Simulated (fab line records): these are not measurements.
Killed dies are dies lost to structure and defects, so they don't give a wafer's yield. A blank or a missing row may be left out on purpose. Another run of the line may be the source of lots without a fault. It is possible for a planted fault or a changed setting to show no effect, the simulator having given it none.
Which tool did it? | flow n5_finfet | 12 lots, 36 wafers sampled, at 4 steps of a route of 1938

## WHAT THE GAUGES SHOWED, per wafer
N5_BEOL_M1_OVL_MEAS_12.
lot  | measured     | on         | M1_OVL (nm)
L075 | day 6 04:10  | overlay-02 | 0.0 -0.1 0.5
L077 | day 6 19:07  | overlay-02 | 0.6 0.7 0.1
L079 | day 7 09:46  | overlay-01 | 0.4 0.8 0.5
L081 | day 7 18:58  | overlay-02 | -1.0 -1.8 -0.4
L084 | day 8 12:18  | overlay-02 | 0.6 0.1 1.1
L085 | day 8 23:28  | overlay-02 | 0.3 -0.2 0.3
L087 | day 9 07:20  | overlay-02 | 1.0 0.5 0.8
L089 | day 9 17:50  | overlay-01 | -0.7 0.2 -1.0
L091 | day 10 06:02 | overlay-02 | 0.9 -0.4 0.6
L093 | day 10 16:51 | overlay-02 | -2.0 -1.0 -1.4
L095 | day 11 09:52 | overlay-01 | -1.2 -0.5 0.2
L097 | day 11 22:47 | overlay-01 | -0.7 -0.7 -0.8

## EACH LOT AND THE TOOL THAT RAN IT (in order: tool; ch and the chambers of the sampled wafers; start)
lot  | N5_BEOL_M0_PRE_CLEAN_113     | N5_BEOL_M0_ANNEAL_135        | N5_BEOL_M1_ILD_DEP_00
L075 | pvd_sputter-02, day 5 23:59  | pvd_sputter-03, day 6 00:49  | pecvd-04 ch 0,1,2, day 6 02:11
L077 | pvd_sputter-02, day 6 13:31  | pvd_sputter-01, day 6 17:09  | pecvd-04 ch 0,1, day 6 18:24
L079 | pvd_sputter-02, day 7 05:23  | pvd_sputter-01, day 7 06:20  | pecvd-01 ch 0,1,2, day 7 08:13
L081 | pvd_sputter-02, day 7 13:04  | pvd_sputter-01, day 7 15:13  | pecvd-04 ch 0,1,2, day 7 16:26
L084 | pvd_sputter-03, day 8 06:31  | pvd_sputter-03, day 8 07:23  | pecvd-01 ch 1,2, day 8 08:35
L085 | pvd_sputter-02, day 8 19:25  | pvd_sputter-01, day 8 20:22  | pecvd-03 ch 0,1, day 8 21:59
L087 | pvd_sputter-01, day 9 03:52  | pvd_sputter-03, day 9 05:07  | pecvd-01 ch 1,2, day 9 06:17
L089 | pvd_sputter-02, day 9 14:06  | pvd_sputter-01, day 9 15:22  | pecvd-03 ch 1, day 9 16:32
L091 | pvd_sputter-02, day 10 01:50 | pvd_sputter-03, day 10 02:57 | pecvd-01 ch 0,1,2, day 10 04:11
L093 | pvd_sputter-01, day 10 13:44 | pvd_sputter-01, day 10 15:01 | pecvd-01 ch 0,2, day 10 16:13
L095 | pvd_sputter-01, day 11 06:32 | pvd_sputter-01, day 11 07:19 | pecvd-03 ch 0,2, day 11 08:37
L097 | pvd_sputter-01, day 11 18:52 | pvd_sputter-03, day 11 20:23 | pecvd-01 ch 0,1,2, day 11 21:32
- N5_BEOL_M0_PRE_CLEAN_113: time 30 s.
- N5_BEOL_M0_ANNEAL_135: time 60 s.
- N5_BEOL_M1_ILD_DEP_00: deposits SiOC from DEMS/O2, target thk 79 nm, time 15.3 s.

## THE ANSWER, worked out from the rows above alone
Rule: the lots themselves supply what counts as usual. The widest of any qualifying gaps counts: lots, ordered by their means at a reading, are off when they make up no more than a third of the lots, leave a main group of 4 or more, and stand apart from it by 3 or more times the standard deviation of that group's means. Not used: any main group whose means are identical at the precision the tables above print for the reading. Also off: a lot with no number at a reading for which 4 or more lots have one. The other lots that the step has rows for count as sound.
No lot is off at any reading shown: from this, nothing can be told.

## WHAT THE SIMULATOR HAD INSERTED
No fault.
